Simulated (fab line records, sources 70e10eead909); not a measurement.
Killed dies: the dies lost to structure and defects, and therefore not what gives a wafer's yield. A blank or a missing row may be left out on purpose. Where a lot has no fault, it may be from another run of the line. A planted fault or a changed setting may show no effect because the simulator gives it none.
fab line records | flow nandHarc
record lots=7 wafers=21 lastDay=34
route steps=1302 shown A_CHANNEL_HOLE_D1@456
lots with no fault: from the same line, run without faults
startH: the number of hours between the record's first day and the start of the first shown wafer of the lot | waitH: hours since the lot's step before | " unchanged from the row above | L1.1+2: a single row standing in for several wafers | - either no value or no given start | * or withheld: withheld | < > ~ a bound
route shown NAME@n: a module of which the file shows steps, and the number in the route of the first | usual: mean and standard deviation over wafers with no fault | same: alike in all rows | chamber/n: place in a boat | sites: readings site by site | _std_site: the standard deviation of these | _edge_site: mean of outer sites minus mean of inner sites | radiusMm: how far each site lies from the wafer's centre | mask NAME#n: copy n | behind: the last tool/chamber to shape the wafer | hold: cause of the lot's hold/its duration in hours/its outcome | device: the n, p or np transistor that did not switch | end of line: the tests these same wafers got at the end of their route | a step with no rows: only its recipe | killed: the dies lost at the first sort to structure and to defects; this is not the yield of the wafer | map: dies across one wafer; x = killed, . = not, _ = none there
set.NAME: the run value of the setting; set.NAME@STEP: its run value at that earlier step | model.NAME: the simulator's own value behind a step, which no gauge read
a table for each step, a row for each wafer; lots at some steps of the route
services: from which hour (startH, from the record's first day; less than 0 if before it) a tool's chamber was out of use, for how many hours, and why
## steps
# step NHARC_A_CHANNEL_HOLE_D1_COAT_04
# recipe spinRpm=1500 resistThkNm=90
# step NHARC_A_CHANNEL_HOLE_D1_SOFTBAKE_05
# recipe tempC=105 timeS=55
# step NHARC_A_CHANNEL_HOLE_D1_EBR_06
# step NHARC_A_CHANNEL_HOLE_D1_EXPOSE_07
# recipe na=1.35 targetCdNm=100 sigmaOuter=0.3 doseMj=59.65 maskId=HOLE_D1
# step NHARC_A_CHANNEL_HOLE_D1_PEB_08
# recipe pebTempC=100 pebTimeS=65
# step NHARC_A_CHANNEL_HOLE_D1_DEVELOP_09
# recipe developTimeS=35 devTempC=23
# step NHARC_A_CHANNEL_HOLE_D1_CD_MEAS_10
# recipe targetCdNm=100 landingEnergyEv=500
# usual cdNm=100.2/0.49
# columns lot.wafer tool chamber startH waitH cdNm
L893.1 cdSem-03 0 200.02 - 100.2
L893.2 " 0 " " 99.7
L893.4 " 0 " " 99.2
L904.1 cdSem-03 0 307.76 - 99.4
L904.5 " 0 " " 100.1
L904.6 " 0 " " 99.7
L906.3 cdSem-01 0 325.79 - 100.0
L906.5 " 0 " " 99.8
L906.6 " 0 " " 99.4
L905.1 cdSem-02 0 326.13 - 100.4
L905.4 " 0 " " 99.6
L905.5 " 0 " " 99.9
L909.2 cdSem-02 0 362.46 - 99.9
L909.3 " 0 " " 99.7
L909.4 " 0 " " 99.6
L912.2 cdSem-03 0 397.10 - 100.5
L912.3 " 0 " " 100.2
L912.6 " 0 " " 100.7
L914.2 cdSem-01 0 407.63 - 101.3
L914.3 " 0 " " 101.2
L914.6 " 0 " " 100.2
# step NHARC_A_CHANNEL_HOLE_D1_OVL_MEAS_11
# usual overlayXNm=0.0/0.76 overlayYNm=-0.3/0.97
# columns lot.wafer tool chamber startH waitH overlayXNm overlayYNm
L893.1 overlay-02 - 200.10 - 0.4 -0.5
L893.2 " - " " 0.4 -1.0
L893.4 " - " " 0.7 -1.0
L904.1 overlay-01 - 307.85 - 1.0 -0.5
L904.5 " - " " 0.9 -1.5
L904.6 " - " " 1.3 -0.2
L906.3 overlay-01 - 325.87 - -0.8 -0.4
L906.5 " - " " -1.1 -0.5
L906.6 " - " " -0.7 -0.5
L905.1 overlay-01 - 326.22 - 0.1 0.6
L905.4 " - " " 0.2 1.2
L905.5 " - " " 0.3 1.1
L909.2 overlay-02 - 362.54 - -0.2 1.0
L909.3 " - " " -0.2 0.7
L909.4 " - " " -0.1 1.0
L912.2 overlay-01 - 397.18 - 0.2 0.7
L912.3 " - " " 0.1 0.4
L912.6 " - " " -0.4 0.2
L914.2 overlay-01 - 407.72 - 0.8 -0.3
L914.3 " - " " 0.7 -1.2
L914.6 " - " " 0.3 -0.7
# step NHARC_A_CHANNEL_HOLE_D1_INSPECT_12
# usual rawDefectCount=6/3.4
# columns lot.wafer tool chamber startH waitH rawDefectCount
L893.1 defectInspect-01 - 200.14 0.0 7
L893.2 " - " " 2
L893.4 " - " " 7
L904.1 defectInspect-02 - 307.88 0.0 3
L904.5 " - " " 5
L904.6 " - " " 11
L906.3 defectInspect-02 - 325.91 0.0 4
L906.5 " - " " 1
L906.6 " - " " 11
L905.1 defectInspect-01 - 326.25 0.0 11
L905.4 " - " " 12
L905.5 " - " " 5
L909.2 defectInspect-01 - 362.58 0.0 7
L909.3 " - " " 6
L909.4 " - " " 6
L912.2 defectInspect-01 - 397.22 0.0 5
L912.3 " - " " 4
L912.6 " - " " 7
L914.2 defectInspect-02 - 407.75 0.0 7
L914.3 " - " " 6
L914.6 " - " " 6
# step NHARC_A_CHANNEL_HOLE_D1_DESCUM_15
# recipe timeS=3 o2FlowSccm=200 arFlowSccm=0 biasPowerW=0 chemistry=O2
# usual drypumpMotorCurrentA=5.6/0.42 o2FlowSccm=200.1/0.58 oesProductAu=0.998/0.0079 rfVppV=57.9/0.91 showerheadPlenumPTorr=1.93/0.067 throttleValvePct=11.311/0.0087
# same biasPowerW=0
# columns lot.wafer tool chamber startH waitH drypumpMotorCurrentA o2FlowSccm oesProductAu rfHoursCounterH rfVppV showerheadPlenumPTorr throttleValvePct
L893.2 rieDiel-07 0 200.20 0.1 5.3 200.0 0.993 8 56.1 1.89 11.307
L893.1 " 1 " " 5.8 199.6 1.001 7 57.0 1.95 11.306
L893.4 " 3 " " 5.5 199.1 0.989 7 58.1 2.01 11.301
L904.1 rieDiel-01 1 307.96 0.1 5.4 199.4 0.992 36 56.9 1.88 11.321
L904.6 " 3 " " 5.9 200.0 0.993 - 57.4 2.06 11.303
L904.5 " 0 " " 5.7 201.2 0.986 - 56.9 1.85 11.316
L906.3 rieDiel-06 1 325.97 0.1 6.4 199.4 0.997 2 59.2 2.08 11.322
L906.5 " 1 " " 6.4 199.5 0.985 - 58.5 2.08 11.310
L906.6 " 2 " " 6.4 200.7 0.997 - 57.5 1.96 11.306
L905.4 rieDiel-07 3 326.31 0.1 5.5 200.7 0.991 2 59.6 2.00 11.311
L905.1 " 2 " " 5.1 200.2 1.018 2 57.6 1.88 11.305
L905.5 " 3 " " 5.5 199.8 0.990 - 57.6 2.00 11.298
L909.4 rieDiel-07 0 362.64 0.1 5.2 200.1 0.993 4 57.8 1.89 11.319
L909.3 " 1 " " 5.8 200.5 0.989 5 57.0 1.95 11.308
L909.2 " 2 " " 5.1 200.2 0.999 5 58.3 1.88 11.317
L912.2 rieDiel-07 3 397.29 0.1 5.5 201.1 0.983 8 57.5 2.00 11.307
L912.3 " 1 " " 5.9 200.5 1.009 8 57.1 1.95 11.316
L912.6 " 3 " " 5.4 199.8 0.993 - 58.1 2.00 11.312
L914.2 rieDiel-07 0 407.81 0.1 5.2 200.6 1.010 9 57.6 1.89 11.302
L914.3 " 1 " " 5.8 199.9 1.003 10 58.5 1.94 11.315
L914.6 " 1 " " 5.8 199.7 0.996 - 58.7 1.95 11.324
# step NHARC_A_CHANNEL_HOLE_D1_ETCH_38
# recipe targetDepthA=390 overEtchFrac=0.3 timeS=65 ionEnergyEv=80 cf4FlowSccm=150 arFlowSccm=0 rfW=300 biasW=100 chemistry=CF4
# usual biasW=99.99/0.28 cf4FlowSccm=150.0/0.44 drypumpMotorCurrentA=5.6/0.41 oesProductAu=0.999/0.0089 rfVppV=151.4/1 showerheadPlenumPTorr=1.78/0.057 throttleValvePct=13.283/0.01
# same overEtchFrac=0.3
# columns lot.wafer tool chamber startH waitH biasW cf4FlowSccm drypumpMotorCurrentA oesProductAu rfHoursCounterH rfVppV showerheadPlenumPTorr throttleValvePct
L893.4 rieDiel-07 0 200.29 0.1 99.57 149.8 5.3 0.993 8 150.4 1.75 13.274
L893.2 " 1 " " 100.12 150.8 5.9 1.001 7 150.0 1.80 13.297
L893.1 " 2 " " 100.03 150.1 5.1 0.996 6 151.9 1.74 13.295
L904.1 rieDiel-01 0 308.04 0.1 100.40 150.1 5.6 0.997 38 149.8 1.71 13.287
L904.5 " 2 " " 99.79 150.5 6.1 0.995 - 148.5 1.65 13.284
L904.6 " 3 " " 99.96 150.5 5.9 1.002 - 152.9 1.90 13.290
L906.3 rieDiel-06 1 326.06 0.1 100.07 149.9 6.4 0.993 2 153.2 1.91 13.279
L906.5 " 0 " " 100.27 149.4 6.0 0.990 - 150.1 1.76 13.284
L906.6 " 1 " " 100.05 149.6 6.4 0.998 - 151.9 1.91 13.286
L905.4 rieDiel-07 2 326.40 0.1 100.05 150.1 5.1 1.013 2 151.0 1.74 13.292
L905.1 " 0 " " 99.75 150.5 5.3 1.011 2 150.9 1.75 13.294
L905.5 " 2 " " 100.12 149.7 5.1 1.018 - 149.8 1.74 13.296
L909.3 rieDiel-07 0 362.73 0.1 99.91 150.7 5.3 0.997 4 151.8 1.75 13.290
L909.4 " 1 " " 99.77 150.1 5.9 0.993 5 151.4 1.80 13.283
L909.2 " 3 " " 100.22 150.5 5.5 0.975 4 152.2 1.84 13.286
L912.3 rieDiel-07 1 397.37 0.1 99.72 150.3 5.8 1.005 8 152.7 1.80 13.277
L912.2 " 3 " " 99.78 150.3 5.5 0.989 8 152.4 1.84 13.286
L912.6 " 2 " " 100.21 149.3 5.1 1.006 - 151.2 1.74 13.293
L914.3 rieDiel-07 3 407.91 0.1 100.24 149.8 5.5 0.991 9 153.2 1.84 13.276
L914.2 " 1 " " 100.12 150.3 5.8 1.004 10 150.7 1.80 13.281
L914.6 " 2 " " 100.15 149.3 5.1 1.016 - 152.0 1.74 13.291
# step NHARC_A_CHANNEL_HOLE_D1_ETCH_39
# recipe targetDepthA=2600 overEtchFrac=0.3 timeS=325 ionEnergyEv=200 n2FlowSccm=150 h2FlowSccm=150 arFlowSccm=0 rfW=400 biasW=150 chemistry=N2/H2
# usual biasW=150.0/0.44 chamberPressureMTorr=30.000/0.026 drypumpMotorCurrentA=5.6/0.42 oesProductAu=1.000/0.0078 rfVppV=431.1/2.1 showerheadPlenumPTorr=2.06/0.074 throttleValvePct=14.171/0.0094
# same overEtchFrac=0.3
# columns lot.wafer tool chamber startH waitH biasW chamberPressureMTorr drypumpMotorCurrentA oesProductAu rfHoursCounterH rfVppV showerheadPlenumPTorr throttleValvePct
L893.1 rieDiel-07 1 - - 150.3 29.996 5.9 1.012 7 431.2 2.08 14.161
L893.4 " 2 " " 150.4 29.979 5.1 0.995 6 429.4 2.01 14.165
L893.2 " 0 " " 150.6 30.018 5.3 1.003 8 430.1 2.02 14.163
L904.1 rieDiel-01 0 - - 150.3 30.067 5.7 0.988 38 429.1 1.97 14.191
L904.6 " 3 " " 149.8 29.992 5.9 0.991 - 435.5 2.20 14.174
L904.5 " 0 " " 149.6 30.009 5.7 0.996 - 428.4 1.97 14.174
L906.3 rieDiel-06 3 - - 149.0 29.972 6.5 1.002 2 434.6 2.18 14.173
L906.6 " 1 " " 149.2 29.994 6.4 1.000 - 434.1 2.22 14.175
L906.5 " 2 " " 149.5 30.003 6.5 1.004 - 432.1 2.09 14.175
L905.1 rieDiel-07 0 - - 150.1 29.991 5.3 1.010 2 430.0 2.01 14.166
L905.4 " 3 " " 150.3 30.036 5.5 1.003 2 432.7 2.14 14.168
L905.5 " 0 " " 150.1 29.994 5.3 1.015 - 429.3 2.02 14.159
L909.3 rieDiel-07 1 - - 150.1 30.027 5.9 0.999 5 430.6 2.08 14.160
L909.4 " 3 " " 150.0 29.994 5.5 0.978 4 433.7 2.14 14.168
L909.2 " 0 " " 149.9 29.993 5.3 0.995 4 431.2 2.01 14.166
L912.2 rieDiel-07 2 - - 149.7 30.014 5.1 1.000 9 430.3 2.00 14.162
L912.3 " 0 " " 149.7 29.982 5.3 1.010 8 428.2 2.01 14.167
L912.6 " 2 " " 150.3 29.992 5.1 1.005 - 429.4 2.00 14.177
L914.2 rieDiel-07 3 - - 150.3 30.012 5.5 0.992 9 433.0 2.13 14.165
L914.3 " 0 " " 149.8 30.013 5.3 1.006 9 429.8 2.01 14.172
L914.6 " 0 " " 150.0 29.994 5.3 1.009 - 430.1 2.01 14.169
# step NHARC_A_CHANNEL_HOLE_D1_ETCH_34
# recipe targetDepthA=1540 timeS=77 cf4FlowSccm=100 chf3FlowSccm=30 arFlowSccm=0 rfW=500 biasW=200 chemistry=CF4/CHF3
# usual biasW=200.0/0.65 cf4FlowSccm=100.0/0.33 chf3FlowSccm=30.02/0.086 drypumpMotorCurrentA=5.6/0.41 oesProductAu=0.940/0.025 rfVppV=371.0/1.9 showerheadPlenumPTorr=1.59/0.053 throttleValvePct=16.803/0.009
# columns lot.wafer tool chamber startH waitH biasW cf4FlowSccm chf3FlowSccm drypumpMotorCurrentA oesProductAu rfHoursCounterH rfVppV showerheadPlenumPTorr throttleValvePct
L893.4 rieDiel-07 3 200.63 - 199.4 100.0 29.92 5.4 0.914 7 372.6 1.64 16.802
L893.2 " 0 " " 200.1 100.2 30.06 5.3 0.923 8 368.2 1.56 16.804
L893.1 " 1 " " 200.5 100.3 29.99 5.9 0.921 7 370.1 1.60 16.815
L904.1 rieDiel-01 2 308.40 - - - - - - - - - -
L904.6 " 3 " " - - - - - - - - -
L904.5 " 0 " " - - - - - - - - -
L906.3 rieDiel-06 3 326.40 - - - - - - - - - -
L906.6 " 3 " " - - - - - - - - -
L906.5 " 0 " " - - - - - - - - -
L905.1 rieDiel-07 3 326.74 - - - - - - - - - -
L905.4 " 0 " " - - - - - - - - -
L905.5 " 0 " " - - - - - - - - -
L909.3 rieDiel-07 2 363.07 - 200.0 100.0 30.00 5.1 0.925 5 369.9 1.55 16.812
L909.4 " 0 " " 200.0 100.0 29.96 5.3 0.914 4 370.6 1.55 16.804
L909.2 " 1 " " 199.5 100.2 30.13 5.8 0.921 5 371.1 1.60 16.805
L912.2 rieDiel-07 0 397.71 - 200.4 100.2 30.00 5.3 0.924 8 369.2 1.55 16.817
L912.3 " 2 " " 200.3 99.5 29.87 5.1 0.938 9 370.5 1.55 16.820
L912.6 " 0 " " 200.1 99.4 29.93 5.3 0.934 - 371.4 1.55 16.800
L914.3 rieDiel-07 0 408.25 - 200.6 99.6 30.00 5.3 0.968 9 370.9 1.55 16.799
L914.2 " 1 " " 200.0 100.6 30.12 5.8 0.966 10 371.0 1.60 16.810
L914.6 " 3 " " 200.4 100.7 30.15 5.5 0.967 - 371.4 1.64 16.799
# step NHARC_A_CHANNEL_HOLE_D1_ETCH_16
# recipe targetDepthA=31000 overEtchFrac=0.3 timeS=806 ionEnergyEv=150 o2FlowSccm=400 cosFlowSccm=20 arFlowSccm=0 rfW=500 biasW=300 chemistry=O2/COS
# usual biasW=300.0/0.89 chamberPressureMTorr=19.998/0.019 cosFlowSccm=19.99/0.064 drypumpMotorCurrentA=5.6/0.42 o2FlowSccm=399.8/1.2 oesProductAu=1.000/0.008 rfVppV=314.7/1.6 showerheadPlenumPTorr=3.15/0.1 throttleValvePct=28.329/0.0083
# same overEtchFrac=0.3
# columns lot.wafer tool chamber startH waitH biasW chamberPressureMTorr cosFlowSccm drypumpMotorCurrentA o2FlowSccm oesProductAu rfHoursCounterH rfVppV showerheadPlenumPTorr throttleValvePct
L893.4 rieDiel-07 2 - - 299.2 19.988 19.96 5.1 400.0 0.999 7 313.9 3.07 28.332
L893.1 " 3 " " 299.1 19.986 20.14 5.5 399.0 0.993 8 315.6 3.26 28.325
L893.2 " 0 " " 300.0 20.001 19.95 5.3 399.9 1.001 8 314.2 3.09 28.325
L904.1 rieDiel-01 0 - - 301.5 19.995 19.99 5.6 399.2 0.996 38 313.8 3.02 28.331
L904.6 " 2 " " 301.4 19.953 20.09 6.1 401.2 1.006 - 312.4 2.91 28.328
L904.5 " 3 " " 299.6 19.994 20.03 6.0 398.5 1.000 - 316.8 3.35 28.336
L906.3 rieDiel-06 0 - - 299.8 19.940 20.02 6.0 400.2 0.994 2 312.7 3.11 28.317
L906.5 " 3 " " 300.0 19.986 19.95 6.5 398.6 1.003 - 315.8 3.31 28.340
L906.6 " 0 " " 299.6 20.002 20.05 6.0 398.5 0.993 - 314.3 3.11 28.341
L905.1 rieDiel-07 3 - - 299.6 20.002 19.89 5.5 400.5 0.990 2 317.0 3.26 28.337
L905.4 " 0 " " 300.9 19.978 19.99 5.3 400.0 1.000 2 315.2 3.09 28.321
L905.5 " 2 " " 301.2 19.974 19.95 5.1 399.4 1.015 - 313.7 3.07 28.345
L909.4 rieDiel-07 0 - - 299.2 19.967 19.95 5.3 399.3 1.002 5 314.9 3.09 28.327
L909.3 " 1 " " 300.2 19.971 20.04 5.9 398.1 1.000 5 316.0 3.17 28.333
L909.2 " 2 " " 300.8 19.971 19.98 5.1 401.3 1.005 5 313.3 3.07 28.327
L912.3 rieDiel-07 2 - - 298.9 19.985 20.01 5.1 399.3 1.015 9 313.3 3.07 28.331
L912.2 " 3 " " 300.3 20.046 20.07 5.5 399.4 0.988 8 316.7 3.26 28.326
L912.6 " 2 " " 299.8 20.005 19.94 5.1 398.4 1.002 - 314.0 3.07 28.333
L914.3 rieDiel-07 2 - - 298.3 20.003 20.01 5.1 400.5 1.011 10 313.3 3.06 28.348
L914.2 " 3 " " 299.1 20.013 19.93 5.5 399.5 0.986 9 316.5 3.26 28.329
L914.6 " 1 " " 300.2 19.977 20.02 5.9 398.5 1.000 - 314.3 3.17 28.336
## services
# columns tool chamber startH hours kind
rieDiel-07 0 199.75 - clean
rieDiel-07 1 199.75 - clean
rieDiel-07 2 199.75 - clean
rieDiel-07 3 199.75 - clean
rieDiel-01 - 203.83 9.0 pm
rieDiel-07 0 224.25 - clean
rieDiel-07 1 224.25 - clean
rieDiel-07 2 224.25 - clean
rieDiel-07 3 224.25 - clean
rieDiel-07 0 248.75 - clean
rieDiel-07 1 248.75 - clean
rieDiel-07 2 248.75 - clean
rieDiel-07 3 248.75 - clean
rieDiel-06 2 265.23 6.5 repair
rieDiel-07 0 273.25 - clean
rieDiel-07 1 273.25 - clean
rieDiel-07 2 273.25 - clean
rieDiel-07 3 283.61 12.9 repair
rieDiel-07 - 294.25 9.0 pm
rieDiel-06 - 307.64 9.0 pm
rieDiel-01 3 325.73 9.5 repair
rieDiel-06 2 342.41 6.6 repair
rieDiel-01 - 380.83 9.0 pm
rieDiel-07 - 383.54 0.1 repair
## key
firstSign step=NHARC_A_CHANNEL_HOLE_D1_ETCH_34 reading=toolRecord direction=missing
effect none on later readings
metAt NHARC_A_CHANNEL_HOLE_D1_ETCH_34
struckWafers L904.1,L904.5,L904.6,L905.1,L905.4,L905.5,L906.3,L906.5,L906.6
laterRowsLeftOut L904.1,L904.5,L904.6,L905.1,L905.4,L905.5,L906.3,L906.5,L906.6
sortLeftOut L904.1,L904.5,L904.6,L905.1,L905.4,L905.5,L906.3,L906.5,L906.6
testerLeftOut L904,L905,L906
onsetBetween 200.63 308.40
fault kind=skippedStepWhole tool=rieDiel-01,rieDiel-06,rieDiel-07 chamber=- onsetH=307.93 steps=NHARC_A_CHANNEL_HOLE_D1_ETCH_34 scope=struckLotsOnly
# testerLeftOut: of these lots the tester's yield and bins aren't shown, on N5 and GAA mostly nor the transistor test; their killed dies are dies lost to structure and defects alone, not to doping, threshold or leakage, so they don't give the yield
# sortLeftOut: the simulated sort isn't trusted on such a fault, so these wafers' sort isn't shown, and their yield isn't known
# laterRowsLeftOut: the simulator's readings of these wafers behind a module that went badly wrong aren't trusted and aren't shown, but for the sort
